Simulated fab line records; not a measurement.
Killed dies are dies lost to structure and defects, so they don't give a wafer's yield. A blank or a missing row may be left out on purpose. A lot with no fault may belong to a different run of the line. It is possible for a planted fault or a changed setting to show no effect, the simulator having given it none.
Matching of chambers -- flow nandHarc -- NHARC_A_M1_PRE_CLEAN_32 on pecvd-02 has 3 sister chambers
The step time 12 s. 24 wafers are shown with their chamber, then 12 later ones without.

WAFERS PAIRED WITH THEIR CHAMBERS
wafer,chamber,heaterPowerW (W)
L074.2,2,756
L074.3,1,626
L074.5,1,627
L074.1,0,557
L074.4,0,536
L074.6,2,740
L075.1,2,700
L075.2,0,463
L075.4,1,579
L076.4,1,633
L076.5,2,679
L076.6,1,638
L079.1,2,720
L079.3,1,584
L079.5,2,720
L084.2,0,520
L084.4,2,635
L084.6,0,529
L085.3,2,750
L085.4,0,584
L085.6,2,734
L087.1,1,585
L087.2,2,725
L087.5,0,545

SIGNATURES, as means of the wafers listed above
reading,chamber 0,chamber 1,chamber 2,scatter within a chamber
heaterPowerW,533.43,610.29,715.90,34.1
Rule: for each reading, subtract the chamber's mean from the wafer's reading, divide by that reading's scatter and square the result; add these up over the readings and take the root, which gives the wafer's distance from the chamber. If the next closest chamber is less than 2 further off than the closest, the wafer can't be placed; otherwise it belongs to the closest. The scatter is the square root of a quotient: the sum, over the shown wafers, of each reading's squared deviation from its chamber's mean, divided by wafers minus chambers.

WAFERS WHOSE CHAMBER IS MISSING
wafer,heaterPowerW (W)
L089.1,701
L089.3,704
L089.4,624
L090.2,540
L090.4,541
L090.5,643
L090.1,607
L090.3,637
L090.6,602
L095.1,617
L095.2,741
L095.3,605

THE CHAMBER EACH PASSED THROUGH
wafer,from the rows above,in truth
L089.1,2,2
L089.3,2,2
L089.4,1,1
L090.2,can't be placed: 0 or 1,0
L090.4,can't be placed: 0 or 1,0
L090.5,can't be placed: 1 or 2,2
L090.1,1,1
L090.3,can't be placed: 1 or 2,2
L090.6,can't be placed: 1 or 0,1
L095.1,1,1
L095.2,2,2
L095.3,can't be placed: 1 or 0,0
Placed correctly: 6 of 12. Can't be placed from these rows: 6 (the true chamber is among the candidates in 6). Number placed wrongly: 0.
